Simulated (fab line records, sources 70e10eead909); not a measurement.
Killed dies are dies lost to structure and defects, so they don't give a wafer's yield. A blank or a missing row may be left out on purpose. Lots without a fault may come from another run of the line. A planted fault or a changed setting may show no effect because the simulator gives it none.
Which tool did it? | flow nand_harc | 14 lots, 42 wafers sampled, at 5 steps of a route of 1159

WHAT THE GAUGES READ, wafer by wafer
NHARC_A_ONON_D1_THK_MEAS_11: measures by ellipsometry. Usual: thk_nm 1000 nm, standard deviation 6.2.
lot  | measured     | on            | thk_nm (nm)    | flag
L983 | day 7 16:30  | film_metro-01 | 1007 1005 1005 |
L984 | day 8 01:53  | film_metro-01 | 996 997 997    |
L985 | day 8 01:54  | film_metro-02 | 995 996 995    |
L986 | day 8 11:39  | film_metro-02 | 1004 1001 1003 |
L987 | day 8 11:41  | film_metro-01 | 996 996 995    |
L990 | day 9 06:42  | film_metro-02 | 314 313 315    | OFF
L988 | day 9 06:45  | film_metro-02 | 990 989 991    |
L991 | day 9 14:02  | film_metro-02 | 312 310 312    | OFF
L993 | day 9 23:29  | film_metro-01 | 314 315 315    | OFF
L103 | day 12 07:57 | film_metro-02 | 990 989 989    |
L102 | day 12 07:55 | film_metro-01 | 999 999 998    |
L101 | day 12 07:53 | film_metro-02 | 995 998 996    |
L105 | day 12 22:50 | film_metro-01 | 1010 1008 1009 |
L106 | day 13 09:44 | film_metro-01 | 1001 1002 1004 |

NHARC_END_SORT_01. Usual: killed_at_array 25, standard deviation 9.5; killed_at_other 0.8, standard deviation 1.2; killed_at_periphery 3.4, standard deviation 2.2; killed_dies 29, standard deviation 10; killed_open 3.3, standard deviation 1.8; killed_short 2.1, standard deviation 1.4.
lot  | measured     | on        | killed_at_array | killed_at_other | killed_at_periphery | killed_dies | killed_open | killed_short | flag
L990 | day 21 05:53 | prober-02 | 670 672 675     | 1 0 1           | 6 5 1               | 677 677 677 | 5 7 1       | 4 0 0        | OFF
L991 | day 21 15:23 | prober-02 | 674 676 674     | 1 1 0           | 2 0 3               | 677 677 677 | 4 2 4       | 1 1 4        | OFF
L993 | day 22 00:49 | prober-02 | 675 674 675     | 1 0 0           | 1 3 2               | 677 677 677 | 2 3 4       | 0 2 3        | OFF

WHICH TOOL RAN EACH LOT (tool, then ch and the chambers of the sampled wafers, then the start)
lot  | NHARC_P_BONDPAD_DESCUM_11          | NHARC_P_BONDPAD_PVD_17                  | NHARC_A_ONON_D1_DEP_09
L983 | rie_diel-02 ch 1,3, day 6 12:00    | pvd_sputter-01, day 7 16:07 or earlier  | pecvd_onon-04 ch 0, day 7 16:07
L984 | rie_diel-02 ch 1,3, day 6 21:13    | pvd_sputter-01, day 8 01:22 or earlier  | pecvd_onon-04 ch 0, day 8 01:22
L985 | rie_diel-02 ch 0,2, day 6 21:57    | pvd_sputter-03, day 8 01:25 or earlier  | pecvd_onon-02 ch 0, day 8 01:25
L986 | rie_diel-07 ch 0,1,3, day 7 07:09  | pvd_sputter-03, day 8 11:08 or earlier  | pecvd_onon-02 ch 0, day 8 11:08
L987 | rie_diel-10 ch 2,3, day 7 08:40    | pvd_sputter-02, day 8 11:14 or earlier  | pecvd_onon-03 ch 0, day 8 11:14
L990 | rie_diel-02 ch 0,2, day 8 00:02    | pvd_sputter-03, day 9 06:11 or earlier  | pecvd_onon-02 ch 0, day 9 06:11
L988 | rie_diel-02 ch 0,2,3, day 8 02:38  | pvd_sputter-02, day 9 06:22 or earlier  | pecvd_onon-04 ch 0, day 9 06:22
L991 | rie_diel-02 ch 0,1,3, day 8 07:56  | pvd_sputter-01, day 9 13:30 or earlier  | pecvd_onon-02 ch 0, day 9 13:30
L993 | rie_diel-02 ch 2,3, day 8 16:35    | pvd_sputter-03, day 9 23:05 or earlier  | pecvd_onon-02 ch 0, day 9 23:05
L103 | rie_diel-02 ch 0,2,3, day 11 03:38 | pvd_sputter-01, day 12 07:25 or earlier | pecvd_onon-02 ch 0, day 12 07:25
L102 | rie_diel-02 ch 0,1, day 11 05:26   | pvd_sputter-01, day 12 07:28 or earlier | pecvd_onon-04 ch 0, day 12 07:28
L101 | rie_diel-02 ch 1,3, day 11 05:55   | pvd_sputter-03, day 12 07:26 or earlier | pecvd_onon-03 ch 0, day 12 07:26
L105 | rie_diel-02 ch 0,2,3, day 11 19:29 | pvd_sputter-02, day 12 22:18 or earlier | pecvd_onon-02 ch 0, day 12 22:18
L106 | rie_diel-10 ch 1,2,3, day 12 04:10 | pvd_sputter-01, day 13 09:24 or earlier | pecvd_onon-03 ch 0, day 13 09:24
- NHARC_P_BONDPAD_DESCUM_11: chemistry O2, time 3 s.
- NHARC_P_BONDPAD_PVD_17: deposits TaN, target thk 5 nm, time 8.06 s.
- NHARC_A_ONON_D1_DEP_09: target thk 1000 nm.

WHAT THE TOOLS THEMSELVES READ (means of the sampled wafers that have a number; where no wafer has one, the mark that the record gives instead)
NHARC_P_BONDPAD_DESCUM_11. Usual: chamber_pressure_mTorr 60.00 mTorr, standard deviation 0.051; drypump_motor_current_A 5.9 A, standard deviation 0.33; oes_product_au 1.001 a.u., standard deviation 0.0087; rf_vpp_V 57.9 V, standard deviation 0.81; showerhead_plenum_p_Torr 1.95 Torr, standard deviation 0.084; throttle_valve_pct 11.311 %, standard deviation 0.009.
lot  | tool        | chamber_pressure_mTorr (mTorr) | drypump_motor_current_A (A) | oes_product_au (a.u.) | rf_vpp_V (V) | showerhead_plenum_p_Torr (Torr) | throttle_valve_pct (%) | flag
L983 | rie_diel-02 | 60.03                          | 6.2                         | 0.997                 | 57.7         | 1.98                            | 11.306                 |
L984 | rie_diel-02 | 60.00                          | 6.2                         | 0.998                 | 57.7         | 1.98                            | 11.320                 |
L985 | rie_diel-02 | 59.96                          | 5.8                         | 0.998                 | 58.1         | 1.99                            | 11.311                 |
L986 | rie_diel-07 | 60.05                          | 5.8                         | 1.012                 | 58.6         | 1.99                            | 11.309                 |
L987 | rie_diel-10 | 60.05                          | 5.5                         | 1.009                 | 57.9         | 1.91                            | 11.315                 |
L990 | rie_diel-02 | 60.03                          | 5.8                         | 0.980                 | 58.7         | 1.98                            | 11.319                 |
L988 | rie_diel-02 | 60.03                          | 5.8                         | 0.999                 | 58.0         | 1.98                            | 11.309                 |
L991 | rie_diel-02 | 59.97                          | 6.1                         | 0.999                 | 57.7         | 1.98                            | 11.318                 |
L993 | rie_diel-02 | 60.01                          | 6.0                         | 1.003                 | 58.0         | 1.97                            | 11.313                 |
L103 | rie_diel-02 | 59.99                          | 5.8                         | 0.994                 | 58.5         | 1.97                            | 11.308                 |
L102 | rie_diel-02 | 60.00                          | 6.2                         | 1.003                 | 57.4         | 1.93                            | 11.315                 |
L101 | rie_diel-02 | 60.02                          | 6.3                         | 0.999                 | 58.2         | 1.92                            | 11.309                 |
L105 | rie_diel-02 | 59.97                          | 5.9                         | 0.994                 | 58.4         | 1.97                            | 11.308                 |
L106 | rie_diel-10 | 60.02                          | 5.5                         | 1.001                 | 57.9         | 1.91                            | 11.314                 |

NHARC_P_BONDPAD_PVD_17. Usual: throttle_valve_pct 30.1 %, standard deviation 1.1.
lot  | tool           | throttle_valve_pct (%) | flag
L983 | pvd_sputter-01 | 30.2                   |
L984 | pvd_sputter-01 | 30.6                   |
L985 | pvd_sputter-03 | 30.6                   |
L986 | pvd_sputter-03 | 31.1                   |
L987 | pvd_sputter-02 | 29.3                   |
L990 | pvd_sputter-03 | 29.8                   |
L988 | pvd_sputter-02 | 28.9                   |
L991 | pvd_sputter-01 | 30.2                   |
L993 | pvd_sputter-03 | 29.9                   |
L103 | pvd_sputter-01 | 30.2                   |
L102 | pvd_sputter-01 | 30.6                   |
L101 | pvd_sputter-03 | 30.7                   |
L105 | pvd_sputter-02 | 28.6                   |
L106 | pvd_sputter-01 | 31.0                   |

THE ANSWER, worked out from the rows above alone
Rule: a lot is off if the mean of its wafers that have a number lies more than 3 standard deviations from the usual mean. A lot without any number at a reading at which 4 lots or more have one is off too. The other lots that the step has rows for count as sound. The gauges are gone through in route order, then the tools' own readings, and for those a lot's mean is taken as printed above. The first step at which some lot is off is used, and at that step the reading that is off furthest; a lot without a number counts as furthest.
Off: L990, L991, L993, at NHARC_A_ONON_D1_THK_MEAS_11 (thk_nm).
A tool fits if, at a process step before that reading, it ran every lot that is off, and no sound lot after the first of them. The gauges at NHARC_A_ONON_D1_THK_MEAS_11 aren't tried: what is off there is off at NHARC_END_SORT_01 too, on other tools, and a gauge's error can't cause that. NHARC_P_BONDPAD_PVD_17 gives no start for some lots, so the hours and the order of its lots are those of NHARC_A_ONON_D1_DEP_09. None of those tried fits.

WHAT THE SIMULATOR HAD PUT IN
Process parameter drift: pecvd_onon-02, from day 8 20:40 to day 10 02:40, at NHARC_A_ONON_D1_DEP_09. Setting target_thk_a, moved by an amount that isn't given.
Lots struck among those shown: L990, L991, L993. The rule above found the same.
